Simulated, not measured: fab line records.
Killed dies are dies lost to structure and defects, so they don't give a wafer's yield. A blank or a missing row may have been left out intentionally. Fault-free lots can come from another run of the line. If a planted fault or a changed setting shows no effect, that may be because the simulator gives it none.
Which tool was responsible?    flow n5_finfet    Sampling: 11 lots, 31 wafers, 2 of 1938 route steps

## WHAT THE GAUGES READ, wafer by wafer
N5_BEOL_M6_OVL_MEAS_12.
lot   measured      on          M6_OVL (nm)
L182  day 9 16:10   overlay-02  -0.9 0.4 0.6
L186  day 11 16:14  overlay-02  -0.7 0.8 -1.3
L187  day 12 13:40  overlay-01  0.6 0.1 0.1
L189  day 12 21:01  overlay-01  0.9 1.6 1.9
L190  day 13 03:43  overlay-01  1.5 1.7 0.6
L193  day 14 03:24  overlay-02  -0.2 0.0 0.1
L194  day 14 08:13  overlay-02  -2.2 -1.5 -0.7
L184  day 14 14:19  overlay-02  -0.4 0.2 -0.1
L200  day 15 19:51  overlay-01  -0.7 -0.3
L202  day 15 19:55  overlay-02  -0.1 -0.2
L205  day 16 05:30  overlay-02  0.1 0.5 -1.1

## TOOL THAT RAN EACH LOT (tool first, then ch and the chambers of the sampled wafers, then the start)
lot   N5_BEOL_M5_DEP_56
L182  pecvd-01 ch 0,1, day 9 13:03
L186  pecvd-04 ch 0,1, day 11 14:32
L187  pecvd-04 ch 0,1,2, day 12 11:48
L189  pecvd-03 ch 0,1,2, day 12 19:25
L190  pecvd-04 ch 0,1, day 13 01:26
L193  pecvd-01 ch 0,1,2, day 13 22:39
L194  pecvd-01 ch 0,1,2, day 14 06:19
L184  pecvd-03 ch 0,1,2, day 14 10:54
L200  pecvd-03 ch 1,2, day 15 17:49
L202  pecvd-01 ch 0,2, day 15 17:55
L205  pecvd-03 ch 0,1, day 16 03:02
- N5_BEOL_M5_DEP_56: deposits SiCN from 3MS/NH3, target thk 8 nm, time 14 s.

## THE ANSWER, worked out from the rows above alone
Rule: the lots themselves supply what counts as usual. Put in order of their means at a reading, lots are off if they are a third of the lots or fewer, leave a main group of 4 or more, and stand apart from it by a gap of 3 or more times the standard deviation of the main group's means; of several such gaps the widest counts. A main group whose means are all the same, to the digits that the tables above print for the reading, isn't used. Also off: a lot with no number at a reading for which 4 or more lots have one. Where the step has rows for the other lots, those lots are counted as sound.
No lot is off on any of the readings shown, so nothing can be concluded from this.

## WHAT THE SIMULATOR PUT IN
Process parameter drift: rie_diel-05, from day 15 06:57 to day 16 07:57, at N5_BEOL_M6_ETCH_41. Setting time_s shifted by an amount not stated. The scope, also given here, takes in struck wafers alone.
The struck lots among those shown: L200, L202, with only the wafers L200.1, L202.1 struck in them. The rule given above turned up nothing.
